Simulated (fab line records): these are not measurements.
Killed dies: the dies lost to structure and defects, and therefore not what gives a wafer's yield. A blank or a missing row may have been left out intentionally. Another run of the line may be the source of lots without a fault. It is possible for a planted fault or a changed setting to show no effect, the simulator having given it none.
fab line records ; flow n5Finfet
record: lots: 4; wafers: 12; lastDay: 17
route steps=1938 shown BEOL_M0_SAQP@683 BEOL_M4@1111
lots that met no fault: from a run of the same line without faults
startH: the number of hours between the record's first day and the start of the first shown wafer of the lot ; waitH: how many hours have passed since the lot's step before this one ; " same as the row above ; L1.1+2: a single row standing in for several wafers ; - either no value or no given start ; * or withheld: withheld ; < > ~ a bound
route shown NAME@n: a module of which the file shows steps, and the number in the route of the first ; usual: mean/standard deviation taken from wafers without a fault ; same: alike in all rows ; chamber/n: place in a boat ; sites: readings site by site ; _std_site: standard deviation of those values ; _edge_site: mean of outer sites minus mean of inner sites ; radiusMm: for every site, how far away it sits from the centre of the wafer ; mask NAME#n: copy n ; behind: the last tool/chamber to shape the wafer ; hold: what put the lot on hold/how long, in hours/how the hold closed ; device: the transistor (n, p or np) that didn't switch ; end of line: at the end of the route, the tests of the same wafers ; a step with no rows: only its recipe ; killed: at the first sort, the dies lost to defects and structure; wafer yield is something else ; map: dies across one wafer; x = killed, . = not, _ = none there
set.NAME: the setting the step ran with; set.NAME@STEP: the setting that earlier step ran with ; model.NAME: the simulator's own value behind a step, which no gauge read
lots at selected steps of the route; one table per step, one row per wafer
services: from which hour (startH, from the record's first day; less than 0 if before it) a tool's chamber was out of use, for how many hours, and why
== steps ==
step: N5_BEOL_M0_SAQP_COAT_34
recipe: resist: CAR-EUV; spinRpm: 1500; resistThkNm: 30
step: N5_BEOL_M0_SAQP_EBR_36
recipe: solvent: PGMEA; ebrWidthMm: 1.5
step: N5_BEOL_M0_SAQP_SOFTBAKE_35
recipe: tempC: 110; timeS: 60; resist: CAR-EUV
step: N5_BEOL_M0_SAQP_EXPOSE_37
recipe: maskId: M0_CUT1; na: 0.33; sourceShape: annular; sigmaInner: 0.35; sigmaOuter: 0.8; polarization: unpolarized; targetCdNm: 30; doseMj: 44.75
step: N5_BEOL_M0_SAQP_PEB_38
recipe: pebTempC: 100; pebTimeS: 60; resist: CAR-EUV
step: N5_BEOL_M0_SAQP_DEVELOP_39
recipe: developTimeS: 30; developer: TMAH; resist: CAR-EUV; rinseLiquid: surfactantRinse; dry: airSpin; devTempC: 23
step: N5_BEOL_M0_SAQP_DESCUM_45
recipe: chemistry: O2; timeS: 7; sourcePowerW: 50; biasPowerW: 20; pressureMtorr: 20; rfFrequencyHz: 2.712e+07; tempC: 40; resist: CAR-EUV; o2FlowSccm: 225
step: N5_BEOL_M0_SAQP_ETCH_88
recipe: chemistry: N2/H2; target: underlayer; targetDepthA: 65; timeS: 5.2; ionEnergyEv: 200; maskMaterial: CAR-EUV; pressureMtorr: 30; sourceW: 840; biasW: 150; n2FlowSccm: 200; h2FlowSccm: 200; ends: cleared
step: N5_BEOL_M0_SAQP_ETCH_73
recipe: chemistry: CF4; target: SiARC; targetDepthA: 195; maskMaterial: CAR-EUV; timeS: 32.5; ionEnergyEv: 80; pressureMtorr: 40; sourceW: 545; biasW: 36; Ar_flow_sccm: 100; cf4FlowSccm: 100; ends: cleared
step: N5_BEOL_M0_SAQP_CUT_ETCH_46
recipe: chemistry: N2/H2; target: SOC; targetDepthA: 1350; overetchA: 270; tempC: 40; timeS: 202.5; ionEnergyEv: 200; maskMaterial: SiARC; pressureMtorr: 30; sourceW: 840; biasW: 150; n2FlowSccm: 200; h2FlowSccm: 200
usual: drypumpMotorCurrentA: 5.8/0.42; rfFwdPowerW: 837.9/2.8; rfVppV: 523.8/2.4; showerheadPlenumPTorr: 2.54/0.077; throttleValvePct: 17.98/0.29
same: timeS: 202.5
lot.wafer;tool;chamber;startH;waitH;drypumpMotorCurrentA;rfFwdPowerW;rfHoursCounterH;rfVppV;showerheadPlenumPTorr;throttleValvePct;model.SiARC_of_BEOL_M0_SAQP_COAT_72.thkNm;model.BEOL_M0_SAQP.cdNm
L298.1;rieDiel-02;3;176.43;0.0;5.7;833.5;250;523.9;2.52;18.35;4.6;29.6
L298.2;rieDiel-02;1;176.43;0.0;6.3;838.6;275;520.3;2.40;18.20;5.6;29.6
L298.6;rieDiel-02;0;176.43;0.0;6.1;833.8;-;525.5;2.59;18.03;4.8;29.8
L302.1;rieDiel-02;1;198.44;0.0;6.3;831.9;285;517.5;2.40;18.22;5.8;29.8
L302.2;rieDiel-02;0;198.44;0.0;6.1;635.3;260;574.6;2.59;18.05;6.4;29.2
L302.5;rieDiel-02;1;198.44;0.0;6.3;838.6;-;519.7;2.40;18.22;5.8;29.8
L303.1;rieDiel-02;0;201.85;0.0;6.1;635.0;261;576.0;2.59;18.05;6.4;28.8
L303.2;rieDiel-02;1;201.85;0.0;6.3;839.1;286;520.8;2.40;18.23;5.8;29.6
L303.3;rieDiel-02;0;201.85;0.0;6.1;635.7;-;575.5;2.59;18.06;6.4;29.2
L311.2;rieDiel-04;2;248.55;0.0;5.2;839.5;24;527.0;2.61;17.54;4.4;30.2
L311.4;rieDiel-04;0;248.55;0.0;5.4;836.9;150;520.2;2.45;18.01;4.6;30
L311.5;rieDiel-04;2;248.55;0.0;5.3;843.1;-;525.2;2.61;17.54;4.6;30.4
step: N5_BEOL_M0_SAQP_STRIP_74
recipe: chemistry: N2/H2; tempC: 40; n2FlowSccm: 200; h2FlowSccm: 200; rfFrequencyHz: 6e+07
step: N5_BEOL_M0_SAQP_STRIP_89
recipe: chemistry: N2/H2; tempC: 40; n2FlowSccm: 200; h2FlowSccm: 200; rfFrequencyHz: 6e+07
step: N5_BEOL_M0_SAQP_ALD_48
recipe: material: SiO2; targetThkA: 200; tempC: 100; aldPrecursorFamily: BDEAS; aldCoReactant: O2-plasma; pulseTimeS: 1; coReactantPulseTimeS: 1; purgeTimeS: 2; coReactantPurgeTimeS: 2; aldCycles: 139; pressureTorr: 2
step: N5_BEOL_M0_SAQP_ETCH_49
recipe: chemistry: CF4/O2; targetDepthA: 370; target: SiO2; pressureMtorr: 40; sourceW: 535; biasW: 49; Ar_flow_sccm: 100; cf4FlowSccm: 100; O2_flow_sccm: 10; ionEnergyEv: 100
usual: drypumpMotorCurrentA: 5.7/0.43; oes_f_703_au: 0.80/0.086; oesProductAu: 0.80/0.087; rfFwdPowerW: 532.5/1.6; rfVppV: 240/4.7; showerheadPlenumPTorr: 2.21/0.061; throttleValvePct: 15.90/0.26
lot.wafer;tool;chamber;startH;waitH;drypumpMotorCurrentA;oes_f_703_au;oesProductAu;rfFwdPowerW;rfHoursCounterH;rfVppV;showerheadPlenumPTorr;throttleValvePct;model.BEOL_M0_SAQP.cdNm
L298.1;rieDiel-05;1;177.18;0.3;5.9;0.85;0.87;534.3;39;243;2.17;15.65;29.8
L298.2;rieDiel-05;3;177.18;0.3;5.8;0.74;0.74;533.7;168;245;2.29;16.25;29.6
L298.6;rieDiel-05;3;177.18;0.3;5.8;0.73;0.75;534.7;-;246;2.29;16.23;29.8
L302.1;rieDiel-04;3;199.35;0.3;5.4;0.88;0.89;531.7;36;242;2.24;15.59;30
L302.2;rieDiel-04;2;199.35;0.3;5.3;0.95;0.94;529.4;8;245;2.26;15.49;29.2
L302.5;rieDiel-04;1;199.35;0.3;6.4;0.87;0.87;532.3;-;241;2.23;15.88;29.8
L303.1;rieDiel-05;1;202.67;0.3;5.8;0.83;0.86;529.5;45;242;2.17;15.66;29
L303.2;rieDiel-05;3;202.67;0.3;5.8;0.73;0.74;534.7;178;244;2.29;16.26;29.6
L303.3;rieDiel-05;0;202.67;0.3;5.0;0.80;0.80;531.3;134;232;2.21;16.19;29.2
L311.2;rieDiel-04;0;249.27;0.3;5.4;0.80;0.75;535.6;150;234;2.12;15.83;30.2
L311.4;rieDiel-04;3;249.27;0.3;5.4;0.86;0.87;535.1;52;244;2.24;15.60;30
L311.5;rieDiel-04;1;249.27;0.3;6.4;0.84;0.85;531.6;-;240;2.23;15.90;30.4
step: N5_BEOL_M0_SAQP_STRIP_75
recipe: chemistry: CF4; resist: SiARC; powerW: 300; biasPowerW: 75; pressureMtorr: 50; cf4FlowSccm: 150; rfFrequencyHz: 6e+07
step: N5_BEOL_M4_RC_MEAS_101
usual: DIBL_N: 37.2/1.8; DIBL_P: 37.5/2.5; IOFF_N: 0.17/0.038; IOFF_P: 0.24/0.046; ION_N: 681/13; ION_P: 469/8.5; SS_N: 71.7/0.6; SS_P: 73.6/0.69; VT_N: 249/3.4; VT_P: -248/3.6
lot.wafer;tool;chamber;startH;waitH;DIBL_N[mV/V];DIBL_P[mV/V];IOFF_N[nA/um];IOFF_P[nA/um];ION_N[uA/um];ION_P[uA/um];SS_N[mV/dec];SS_P[mV/dec];VT_N[mV];VT_P[mV]
L298.1;prober-02;0;234.63;0.0;38.2;37.3;0.18;0.23;683;467;71.4;74.2;246;-250
L298.2;prober-02;0;234.63;0.0;37.3;36.3;0.16;0.21;679;464;71.2;72.9;249;-249
L298.6;prober-02;0;234.63;0.0;38.7;38.4;0.20;0.25;698;475;71.9;74.3;247;-249
L302.1;prober-01;0;254.31;0.0;35.1;33.8;0.13;0.19;674;465;71.8;73.2;254;-252
L302.2;prober-01;0;254.31;0.0;38.0;37.7;0.17;0.26;677;465;72.6;73.9;252;-249
L302.5;prober-01;0;254.31;0.0;38.2;37.9;0.19;0.25;691;473;72.3;74.2;249;-249
L303.1;prober-02;0;261.97;0.0;38.4;40.1;0.19;0.29;692;481;72.0;74.0;250;-243
L303.2;prober-02;0;261.97;0.0;39.9;40.7;0.23;0.32;688;471;72.7;74.0;243;-244
L303.3;prober-02;0;261.97;0.0;39.4;40.1;0.22;0.31;692;479;71.8;73.6;245;-243
L311.2;prober-02;0;298.54;0.2;35.9;35.8;0.14;0.22;668;462;72.0;74.1;253;-250
L311.4;prober-02;0;298.54;0.2;35.2;34.7;0.13;0.19;667;463;71.9;72.3;252;-253
L311.5;prober-02;0;298.54;0.2;35.5;35.1;0.13;0.20;670;457;71.6;72.6;252;-249
== services ==
tool;chamber;startH;hours;kind
rieDiel-04;2;157.48;-;clean
rieDiel-04;2;157.48;-;consumableReplace:focusRing
rieDiel-04;2;157.48;18.5;scheduledDown
rieDiel-04;2;157.48;18.5;ventCycle
rieDiel-05;1;190.32;5.2;repair
rieDiel-05;2;233.75;3.4;repair
== key ==
firstSign: step: N5_BEOL_M0_SAQP_CUT_ETCH_46; reading: rfFwdPowerW; direction: down; sigmas: 73; usual: *; struck: *
effect: step: N5_BEOL_M0_SAQP_CUT_ETCH_46; reading: rfVppV; direction: up; sigmas: 22; usual: 523.8; struck: 575.4
modelEffect: step: N5_BEOL_M0_SAQP_CUT_ETCH_46; value: SiARC_of_BEOL_M0_SAQP_COAT_72.thkNm; without: 4.933; struck: 6.4
modelEffect: step: N5_BEOL_M0_SAQP_ETCH_49; value: BEOL_M0_SAQP.cdNm; without: 30.13; struck: 29.13
metAt N5_BEOL_M0_SAQP_CUT_ETCH_46
struckWafers L302.2,L303.1,L303.3
onsetBetween 176.43 198.44
fault: kind: processParameterDrift; tool: rieDiel-02; chamber: 0; onsetH: 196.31; steps: N5_BEOL_M0_SAQP_CUT_ETCH_46; channel: sourceW; offset: -201.6; shape: step; endH: 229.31; actsIn: theseRecipesOnly; stated: 840
